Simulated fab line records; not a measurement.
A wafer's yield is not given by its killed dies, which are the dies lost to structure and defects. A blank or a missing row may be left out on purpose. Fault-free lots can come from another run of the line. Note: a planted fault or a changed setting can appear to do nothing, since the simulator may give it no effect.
fab line records	flow nand-harc
record: lots: 6	wafers: 18	last-day: 34
route steps=1302 shown A_ONON_D2@569 A_CHANNEL_HOLE_D2@570
lots with no fault: from the same line, run without faults
start-h: hours from the record's opening day to when the first of the lot's shown wafers began	wait-h: hours elapsed since this lot's preceding step	" as in the row above	L1.1+2: one row covering several wafers at once	- no value present, or no start provided	* or withheld: withheld	< > ~ a bound
route shown NAME@n: NAME is a module with steps in the file, n the number in the route of the first one	usual: average and standard deviation across the fault-free wafers	same: alike in all rows	chamber/n: place in a boat	sites: the reading at each site	_std_site: standard deviation across them	_edge_site: inner sites' mean taken away from outer sites' mean	radius-mm: for every site, how far away it sits from the centre of the wafer	mask NAME#n: copy n	behind: the tool/chamber that last shaped the wafer	hold: why the lot went on hold/how many hours it stayed there/how the hold came to an end	device: the transistor (n, p or np) that didn't switch	end of line: the tests these same wafers got at the end of their route	a step without rows: its recipe alone	killed: not the wafer's yield, but the dies lost to structure and defects at the first sort	map: dies across one wafer; x = killed, . = not, _ = none there
set.NAME: the setting as run; set.NAME@STEP: as run at that earlier step	model.NAME: the simulator's own value behind a step, which no gauge read
lots at selected steps of the route; one table per step, one row per wafer
services: the hour from which a tool's chamber was out of use, counted from the record's first day as start-h (under 0 if before that day), plus the number of hours and why
== steps ==
step: NHARC_A_ONON_D2_INSPECT_32
usual: raw-defect-count: 438/180
lot.wafer	tool	chamber	start-h	wait-h	raw-defect-count
L261.3	defect-inspect-02	-	297.35	0.0	430
L261.5	"	-	"	"	395
L261.6	"	-	"	"	462
L269.2	defect-inspect-02	-	374.63	0.0	458
L269.3	"	-	"	"	289
L269.6	"	-	"	"	412
L275.1	defect-inspect-01	-	452.38	0.0	293
L275.2	"	-	"	"	414
L275.3	"	-	"	"	288
L276.1	defect-inspect-01	-	452.63	0.0	528
L276.2	"	-	"	"	400
L276.5	"	-	"	"	304
L282.2	defect-inspect-01	-	508.56	0.0	486
L282.4	"	-	"	"	475
L282.5	"	-	"	"	591
L284.2	defect-inspect-02	-	517.34	0.0	560
L284.5	"	-	"	"	458
L284.6	"	-	"	"	349
step: NHARC_A_CHANNEL_HOLE_D2_DEP_00
recipe: target-thk-a: 31000	temp-c: 400	material: aC
usual: susceptor-temp-C: 400.00/0.2	throttle-valve-pct: 35.000/0.0091
lot.wafer	tool	chamber	start-h	wait-h	susceptor-temp-C	throttle-valve-pct
L261.3	acl-dep-02	0	300.62	3.3	-	35.006
L261.5	"	0	"	"	-	35.005
L261.6	"	0	"	"	-	35.007
L269.2	acl-dep-03	0	378.54	3.9	-	34.998
L269.3	"	0	"	"	-	34.979
L269.6	"	0	"	"	-	34.996
L275.1	acl-dep-02	0	452.45	0.1	399.97	35.008
L275.2	"	0	"	"	399.84	35.008
L275.3	"	0	"	"	399.94	35.018
L276.1	acl-dep-03	0	452.70	0.1	-	34.984
L276.2	"	0	"	"	-	35.007
L276.5	"	0	"	"	-	35.003
L282.2	acl-dep-01	0	508.95	0.4	400.24	34.992
L282.4	"	0	"	"	400.14	35.006
L282.5	"	0	"	"	399.84	35.006
L284.2	acl-dep-02	0	517.72	0.4	-	34.994
L284.5	"	0	"	"	-	34.995
L284.6	"	0	"	"	-	34.989
step: NHARC_A_CHANNEL_HOLE_D2_DEP_01
recipe: target-thk-a: 1400	target-thk-nm: 140	temp-c: 400	pressure-torr: 3.5	flow-sccm: 200	rf-w: 350	material: SiON
usual: chamber-pressure-Torr: 3.500/0.0076	heater-power-w: 753/94	showerhead-vpp-V: 1178/53	susceptor-temp-C: 399.99/0.2
lot.wafer	tool	chamber	start-h	wait-h	chamber-pressure-Torr	heater-power-w	showerhead-vpp-V	susceptor-temp-C
L261.3	pecvd-02	1	301.89	1.0	3.498	692	1158	399.93
L261.6	"	2	"	"	3.503	751	1143	399.63
L261.5	"	0	"	"	3.497	760	1231	399.47
L269.2	pecvd-03	2	380.14	1.3	3.512	618	1226	399.64
L269.3	"	0	"	"	3.512	809	1256	400.11
L269.6	"	2	"	"	3.500	602	1227	399.88
L275.3	pecvd-02	1	454.38	1.0	3.496	706	1149	400.25
L275.1	"	2	"	"	3.509	746	1133	400.25
L275.2	"	0	"	"	3.492	688	1228	400.22
L276.2	pecvd-03	1	454.61	1.3	3.516	785	1161	399.96
L276.1	"	0	"	"	3.501	778	1268	399.79
L276.5	"	1	"	"	3.511	798	1146	400.08
L282.2	pecvd-03	1	510.61	1.3	3.507	873	1161	399.98
L282.5	"	0	"	"	3.505	894	1261	400.14
L282.4	"	1	"	"	3.504	894	1167	399.98
L284.2	pecvd-03	0	519.68	1.6	3.500	753	1244	399.96
L284.6	"	0	"	"	3.493	794	1239	400.06
L284.5	"	1	"	"	3.495	931	1151	400.08
step: NHARC_A_CHANNEL_HOLE_D2_DEHYDRATE_02
recipe: temp-c: 150	time-s: 120
step: NHARC_A_CHANNEL_HOLE_D2_HMDS_03
recipe: time-s: 30
step: NHARC_A_CHANNEL_HOLE_D2_COAT_36
recipe: temp-c: 260	time-s: 75
step: NHARC_A_CHANNEL_HOLE_D2_COAT_37
recipe: temp-c: 225	time-s: 65
step: NHARC_A_CHANNEL_HOLE_D2_COAT_04
recipe: spin-rpm: 1500	resist-thk-nm: 90
step: NHARC_A_CHANNEL_HOLE_D2_SOFTBAKE_05
recipe: temp-c: 105	time-s: 55
step: NHARC_A_CHANNEL_HOLE_D2_EBR_06
step: NHARC_A_CHANNEL_HOLE_D2_EXPOSE_07
recipe: na: 1.35	target-cd-nm: 100	sigma-outer: 0.3	dose-mj: 59.65	mask-id: HOLE_D2
step: NHARC_A_CHANNEL_HOLE_D2_PEB_08
recipe: peb-temp-c: 100	peb-time-s: 65
usual: chill-plate-temp-C: 23.02/0.11	exhaust-pa: 44.8/0.95
lot.wafer	tool	chamber	start-h	wait-h	chill-plate-temp-C	exhaust-pa
L261.3	litho-track-01	0	302.53	0.0	22.89	46.9
L261.5	"	0	"	"	23.02	44.3
L261.6	"	0	"	"	22.96	45.0
L269.2	litho-track-06	0	380.66	0.1	23.19	46.0
L269.3	"	0	"	"	23.05	45.3
L269.6	"	0	"	"	23.00	46.1
L275.1	litho-track-01	-	454.90	0.1	-	-
L275.2	"	-	"	"	-	-
L275.3	"	-	"	"	-	-
L276.1	litho-track-01	-	455.27	0.1	-	-
L276.2	"	-	"	"	-	-
L276.5	"	-	"	"	-	-
L282.2	litho-track-06	0	511.25	0.1	22.96	44.9
L282.4	"	0	"	"	23.03	43.9
L282.5	"	0	"	"	22.89	44.3
L284.2	litho-track-06	0	520.17	0.1	23.25	44.4
L284.5	"	0	"	"	22.90	45.4
L284.6	"	0	"	"	22.91	44.9
step: NHARC_A_CHANNEL_HOLE_D2_DEVELOP_09
recipe: develop-time-s: 35	dev-temp-c: 23
== services ==
tool	chamber	start-h	hours	kind
acl-dep-03	-	300.61	13.0	pm
litho-track-01	-	330.00	7.0	pm
litho-track-06	-	354.00	7.0	pm
pecvd-03	-	366.18	13.0	pm
pecvd-03	0	366.18	13.0	vent-cycle
pecvd-03	1	366.18	13.0	vent-cycle
pecvd-03	2	366.18	13.0	vent-cycle
acl-dep-01	-	370.95	13.0	pm
pecvd-03	0	379.18	-	clean
pecvd-03	1	379.18	-	clean
pecvd-03	2	379.18	-	clean
pecvd-02	-	408.23	13.0	pm
pecvd-02	0	408.23	13.0	vent-cycle
pecvd-02	1	408.23	13.0	vent-cycle
pecvd-02	2	408.23	13.0	vent-cycle
pecvd-02	0	421.23	-	clean
pecvd-02	1	421.23	-	clean
pecvd-02	2	421.23	-	clean
acl-dep-02	-	428.44	13.0	pm
pecvd-02	1	471.41	25.9	repair
acl-dep-03	-	481.68	13.0	pm
litho-track-01	-	505.00	7.0	pm
pecvd-02	2	513.72	5.7	repair
== key ==
first-sign: step: NHARC_A_CHANNEL_HOLE_D2_PEB_08	reading: tool-record	direction: missing
effect none on later readings
met-at NHARC_A_CHANNEL_HOLE_D2_PEB_08
struck-wafers L275.1,L275.2,L275.3,L276.1,L276.2,L276.5
later-rows-left-out L275.1,L275.2,L275.3,L276.1,L276.2,L276.5
sort-left-out L275.1,L275.2,L275.3,L276.1,L276.2,L276.5
tester-left-out L275,L276
onset-between 302.53 454.90
fault: kind: skipped-step-whole	tool: litho-track-01	chamber: -	onset-h: 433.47	steps: NHARC_A_CHANNEL_HOLE_D2_PEB_08	scope: struck-lots-only
tester-left-out: of these lots the tester's yield and bins aren't shown, on N5 and GAA mostly nor the transistor test; their killed dies are dies lost to structure and defects alone, not to doping, threshold or leakage, so they don't give the yield
sort-left-out: the simulated sort isn't trusted on such a fault, so these wafers' sort isn't shown, and their yield isn't known
later-rows-left-out: the simulator's readings of these wafers behind a module that went badly wrong aren't trusted and aren't shown, but for the sort
